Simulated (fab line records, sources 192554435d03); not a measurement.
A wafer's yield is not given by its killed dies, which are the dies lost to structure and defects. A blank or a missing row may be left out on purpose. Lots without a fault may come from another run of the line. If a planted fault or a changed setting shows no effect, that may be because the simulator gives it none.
fab line records -- flow n5_finfet -- part 2 of 2: steps 19 to 25 of 25
[record] lots = 5, wafers = 15, last_day = 16
route steps=1938 shown BEOL_M1@767
lots that met no fault: taken from a fault-free run of the same line
start_h: start of the lot's first displayed wafer, in hours after the record's first day -- wait_h: how many hours have passed since the lot's step before this one -- " unchanged from the row above -- L1.1+2: a single row standing in for several wafers -- - either no value or no given start -- * or withheld: withheld -- < > ~ a bound
route shown NAME@n: names a module that has steps shown in the file, with the first one's number in the route -- usual: the fault-free wafers' mean and standard deviation -- same: alike in all rows -- chamber/n: place in a boat -- sites: per-site readings -- _std_site: how widely they spread, as a standard deviation -- _edge_site: inner sites' mean taken away from outer sites' mean -- radius_mm: for every site, how far away it sits from the centre of the wafer -- mask NAME#n: copy n -- behind: the most recent tool/chamber to have shaped the wafer -- hold: reason for holding the lot/hours on hold/outcome of the hold -- device: the n, p or np transistor that did not switch -- end of line: at the end of the route, the tests of the same wafers -- where a step has no rows: the recipe by itself -- killed: at the first sort, the dies lost to defects and structure; wafer yield is something else -- map: per-die view of a wafer (x killed, . not killed, _ where there is no die)
set.NAME: the setting the step ran with; set.NAME@STEP: the setting that earlier step ran with -- model.NAME: the simulator's own value behind a step, which no gauge read
lots at some steps of the route; a table a step, a row a wafer
services: a tool's chamber out of use, with start hour (start_h, from the record's first day; less than 0 if before it), hours out, and reason
[[steps]]
[step N5_BEOL_M1_DEVELOP_27]
[recipe] develop_time_s = 30, developer = TMAH, resist = CAR-EUV, rinse_liquid = surfactant_rinse, dry = air_spin, dev_temp_c = 23
[usual] resist_line_temp_C = 23.00/0.1
lot.wafer,tool,chamber,start_h,wait_h,resist_line_temp_C
L074.1,litho_track-01,0,-,-,22.97
L074.5,litho_track-01,0,-,-,23.00
L074.6,litho_track-01,0,-,-,23.02
L085.1,litho_track-05,0,-,-,23.00
L085.2,litho_track-05,0,-,-,22.91
L085.4,litho_track-05,0,-,-,22.93
L089.2,litho_track-01,0,-,-,23.08
L089.3,litho_track-01,0,-,-,23.11
L089.5,litho_track-01,0,-,-,23.14
L091.4,litho_track-02,0,-,-,22.99
L091.5,litho_track-02,0,-,-,22.99
L091.6,litho_track-02,0,-,-,23.00
L093.2,litho_track-01,0,-,-,22.94
L093.3,litho_track-01,0,-,-,22.94
L093.4,litho_track-01,0,-,-,23.02
[step N5_BEOL_M1_CD_MEAS_28]
[recipe] landing_energy_ev = 500, detector = se_inlens, target_cd_y_nm = 23.3
[usual] cd_nm = 23.96/0.23
lot.wafer,tool,chamber,start_h,wait_h,cd_nm
L074.1,cd_sem-01,0,127.05,-,24.08
L074.5,cd_sem-01,0,127.05,-,23.82
L074.6,cd_sem-01,0,127.05,-,23.62
L085.1,cd_sem-01,0,190.38,-,23.92
L085.2,cd_sem-01,0,190.38,-,24.10
L085.4,cd_sem-01,0,190.38,-,23.95
L089.2,cd_sem-02,0,212.06,-,23.50
L089.3,cd_sem-02,0,212.06,-,23.77
L089.5,cd_sem-02,0,212.06,-,23.52
L091.4,cd_sem-03,0,222.90,-,23.73
L091.5,cd_sem-03,0,222.90,-,23.87
L091.6,cd_sem-03,0,222.90,-,23.93
L093.2,cd_sem-01,0,236.51,-,24.00
L093.3,cd_sem-01,0,236.51,-,24.36
L093.4,cd_sem-01,0,236.51,-,24.02
[step N5_BEOL_M1_OVL_MEAS_29]
[recipe] points_per_wafer = 522
[usual] V0_OVL = 0.2/0.82
lot.wafer,tool,chamber,start_h,wait_h,V0_OVL[nm]
L074.1,overlay-01,0,127.08,0.0,0.1
L074.5,overlay-01,0,127.08,0.0,-0.1
L074.6,overlay-01,0,127.08,0.0,0.5
L085.1,overlay-01,0,190.41,0.0,0.5
L085.2,overlay-01,0,190.41,0.0,2.0
L085.4,overlay-01,0,190.41,0.0,0.8
L089.2,overlay-02,0,212.10,0.0,-1.3
L089.3,overlay-02,0,212.10,0.0,0.3
L089.5,overlay-02,0,212.10,0.0,0.8
L091.4,overlay-01,0,222.95,0.0,0.1
L091.5,overlay-01,0,222.95,0.0,-0.8
L091.6,overlay-01,0,222.95,0.0,0.3
L093.2,overlay-02,0,236.55,0.0,-0.5
L093.3,overlay-02,0,236.55,0.0,0.6
L093.4,overlay-02,0,236.55,0.0,-0.7
[step N5_BEOL_M1_INSPECT_30]
[recipe] mode = adi, inspect_instrument = brightfield
[usual] raw_defect_count = 409/81
lot.wafer,tool,chamber,start_h,wait_h,raw_defect_count
L074.1,defect_inspect-02,-,127.14,0.1,291
L074.5,defect_inspect-02,-,127.14,0.1,310
L074.6,defect_inspect-02,-,127.14,0.1,334
L085.1,defect_inspect-02,-,190.47,0.1,476
L085.2,defect_inspect-02,-,190.47,0.1,504
L085.4,defect_inspect-02,-,190.47,0.1,392
L089.2,defect_inspect-02,-,212.15,0.0,292
L089.3,defect_inspect-02,-,212.15,0.0,500
L089.5,defect_inspect-02,-,212.15,0.0,384
L091.4,defect_inspect-02,-,222.99,0.0,432
L091.5,defect_inspect-02,-,222.99,0.0,424
L091.6,defect_inspect-02,-,222.99,0.0,381
L093.2,defect_inspect-01,-,236.61,0.1,346
L093.3,defect_inspect-01,-,236.61,0.1,344
L093.4,defect_inspect-01,-,236.61,0.1,380
[step N5_BEOL_M1_DESCUM_33]
[recipe] chemistry = O2, time_s = 7, source_power_w = 50, bias_power_w = 20, pressure_mtorr = 20, rf_frequency_hz = 2.712e+07, temp_c = 40, resist = CAR-EUV, o2_flow_sccm = 225
[usual] drypump_motor_current_A = 5.5/0.53, oes_product_au = 0.79/0.082, rf_vpp_V = 243.4/1.2, showerhead_plenum_p_Torr = 2.11/0.064, temp_c = 40.00/0.1, throttle_valve_pct = 20.36/0.24
lot.wafer,tool,chamber,start_h,wait_h,drypump_motor_current_A,oes_product_au,rf_hours_counter_h,rf_vpp_V,showerhead_plenum_p_Torr,temp_c,throttle_valve_pct
L074.1,rie_diel-01,0,127.17,0.0,5.8,0.87,32,243.8,2.23,40.23,20.52
L074.5,rie_diel-01,0,127.17,0.0,5.8,0.87,-,244.5,2.23,39.94,20.52
L074.6,rie_diel-01,3,127.17,0.0,5.5,0.91,-,243.8,2.14,39.91,20.32
L085.1,rie_diel-01,2,190.50,0.0,4.8,0.83,83,241.6,2.03,39.90,20.17
L085.2,rie_diel-01,0,190.50,0.0,5.8,0.86,52,244.4,2.22,39.74,20.57
L085.4,rie_diel-01,1,190.50,0.0,5.7,0.78,139,243.9,2.10,40.04,20.34
L089.2,rie_diel-01,3,212.18,0.0,5.5,0.88,43,245.5,2.13,40.00,20.36
L089.3,rie_diel-01,2,212.18,0.0,4.8,0.83,89,243.2,2.03,39.88,20.16
L089.5,rie_diel-01,1,212.18,0.0,5.7,0.77,-,243.5,2.10,40.16,20.37
L091.4,rie_diel-03,1,223.02,0.0,6.6,0.72,213,243.9,2.15,39.96,20.48
L091.5,rie_diel-03,0,223.02,0.0,5.6,0.91,-,242.2,2.05,39.94,19.93
L091.6,rie_diel-03,1,223.02,0.0,6.6,0.72,-,245.0,2.15,39.83,20.46
L093.2,rie_diel-02,3,236.64,0.0,4.9,0.68,252,244.8,2.14,40.06,20.58
L093.3,rie_diel-02,0,236.64,0.0,6.1,0.74,160,244.5,2.17,40.16,20.06
L093.4,rie_diel-02,0,236.64,0.0,6.1,0.74,-,243.9,2.17,40.08,20.05
[step N5_BEOL_M1_ETCH_77]
[recipe] chemistry = N2/H2, target = underlayer, target_depth_a = 65, mask_material = CAR-EUV, time_s = 5.2, ion_energy_ev = 200, pressure_mtorr = 30, source_w = 840, bias_w = 150, n2_flow_sccm = 200, h2_flow_sccm = 200, ends = cleared
[usual] drypump_motor_current_A = 5.5/0.53, etch_rf_on_time_s = 5.17/0.081, oes_product_au = 0.68/0.072, rf_vpp_V = 524.4/2.6, showerhead_plenum_p_Torr = 2.57/0.08, throttle_valve_pct = 17.78/0.22
lot.wafer,tool,chamber,start_h,wait_h,drypump_motor_current_A,etch_rf_on_time_s,oes_product_au,rf_hours_counter_h,rf_vpp_V,showerhead_plenum_p_Torr,throttle_valve_pct
L074.1,rie_diel-01,0,127.21,0.0,5.8,5.03,0.75,32,528.0,2.69,17.82
L074.5,rie_diel-01,0,127.21,0.0,5.8,5.12,0.75,-,526.6,2.69,17.80
L074.6,rie_diel-01,3,127.21,0.0,5.5,5.15,0.79,-,525.6,2.59,17.65
L085.1,rie_diel-01,2,190.54,0.0,4.9,5.03,0.71,83,522.0,2.46,17.48
L085.2,rie_diel-01,0,190.54,0.0,5.8,5.15,0.72,52,528.8,2.69,17.84
L085.4,rie_diel-01,1,190.54,0.0,5.7,5.16,0.66,139,524.0,2.55,17.80
L089.2,rie_diel-01,3,212.22,0.0,5.6,5.16,0.75,43,525.8,2.58,17.67
L089.3,rie_diel-01,2,212.22,0.0,4.9,5.05,0.72,89,520.7,2.46,17.48
L089.5,rie_diel-01,1,212.22,0.0,5.7,5.10,0.66,-,524.4,2.55,17.82
L091.4,rie_diel-03,1,223.06,0.0,6.6,5.29,0.61,213,523.9,2.62,17.91
L091.5,rie_diel-03,0,223.06,0.0,5.7,5.32,0.77,-,520.9,2.49,17.33
L091.6,rie_diel-03,1,223.06,0.0,6.6,5.29,0.61,-,526.8,2.62,17.92
L093.2,rie_diel-02,3,236.68,0.0,4.9,5.29,0.57,252,526.8,2.60,17.97
L093.3,rie_diel-02,0,236.68,0.0,6.1,5.19,0.64,160,526.1,2.65,17.65
L093.4,rie_diel-02,0,236.68,0.0,6.1,5.19,0.64,-,528.2,2.65,17.66
[step N5_BEOL_M1_ETCH_69]
[recipe] chemistry = CF4, target = SiARC, target_depth_a = 156, mask_material = CAR-EUV, time_s = 26, ion_energy_ev = 80, pressure_mtorr = 40, source_w = 545, bias_w = 36, Ar_flow_sccm = 100, cf4_flow_sccm = 100, ends = cleared
[usual] drypump_motor_current_A = 5.5/0.53, etch_rf_on_time_s = 25.9/0.41, oes_product_au = 0.68/0.071, rf_vpp_V = 184.4/1, showerhead_plenum_p_Torr = 2.16/0.062, throttle_valve_pct = 15.56/0.27
lot.wafer,tool,chamber,start_h,wait_h,drypump_motor_current_A,etch_rf_on_time_s,oes_product_au,rf_hours_counter_h,rf_vpp_V,showerhead_plenum_p_Torr,throttle_valve_pct
L074.1,rie_diel-01,0,127.23,0.0,5.8,25.7,0.75,32,186.4,2.27,15.63
L074.5,rie_diel-01,0,127.23,0.0,5.8,25.6,0.75,-,185.5,2.27,15.63
L074.6,rie_diel-01,3,127.23,0.0,5.5,25.9,0.78,-,184.5,2.19,15.46
L085.1,rie_diel-01,2,190.55,0.0,4.9,25.1,0.71,83,182.9,2.08,15.32
L085.2,rie_diel-01,0,190.55,0.0,5.8,25.4,0.73,52,185.8,2.26,15.67
L085.4,rie_diel-01,1,190.55,0.0,5.7,25.5,0.67,139,185.6,2.15,15.55
L089.2,rie_diel-01,3,212.24,0.0,5.5,25.7,0.75,43,186.0,2.19,15.52
L089.3,rie_diel-01,2,212.24,0.0,4.9,24.9,0.72,89,183.8,2.08,15.35
L089.5,rie_diel-01,1,212.24,0.0,5.7,25.5,0.67,-,184.4,2.15,15.56
L091.4,rie_diel-03,1,223.07,0.0,6.6,26.1,0.62,213,185.7,2.20,15.73
L091.5,rie_diel-03,0,223.07,0.0,5.6,26.6,0.77,-,183.9,2.09,15.06
L091.6,rie_diel-03,1,223.07,0.0,6.6,26.2,0.62,-,184.7,2.20,15.73
L093.2,rie_diel-02,3,236.69,0.0,4.9,26.2,0.57,252,183.7,2.19,15.89
L093.3,rie_diel-02,0,236.69,0.0,6.1,25.9,0.64,160,184.4,2.21,15.29
L093.4,rie_diel-02,0,236.69,0.0,6.1,25.9,0.64,-,184.8,2.21,15.29
[[services]]
tool,chamber,start_h,hours,kind
rie_diel-03,0,102.26,-,clean
rie_diel-03,0,102.26,-,consumable_replace:focus_ring
rie_diel-03,0,102.26,15.1,scheduled_down
rie_diel-03,0,102.26,15.1,vent_cycle
euv_scanner-01,-,109.33,1.0,pm
rie_diel-01,3,135.89,14.2,repair
euv_scanner-02,-,141.37,1.0,pm
rie_diel-02,0,141.71,3.3,repair
rie_diel-03,3,151.46,4.3,repair
euv_scanner-01,-,165.48,1.0,pm
rie_diel-03,2,170.31,8.0,repair
euv_scanner-01,-,183.00,5.8,pm
euv_scanner-02,-,198.40,0.4,repair
euv_scanner-02,-,206.08,1.0,pm
rie_diel-02,1,210.87,-,clean
rie_diel-02,1,210.87,-,consumable_replace:focus_ring
rie_diel-02,1,210.87,26.1,scheduled_down
rie_diel-03,3,214.67,3.1,repair
rie_diel-01,0,216.59,1.2,repair
rie_diel-02,-,219.04,0.7,repair
euv_scanner-01,-,221.63,1.0,pm
rie_diel-03,2,224.91,9.3,repair
litho_track-02,-,226.17,-,consumable_replace:filter
euv_scanner-02,-,227.56,5.2,repair
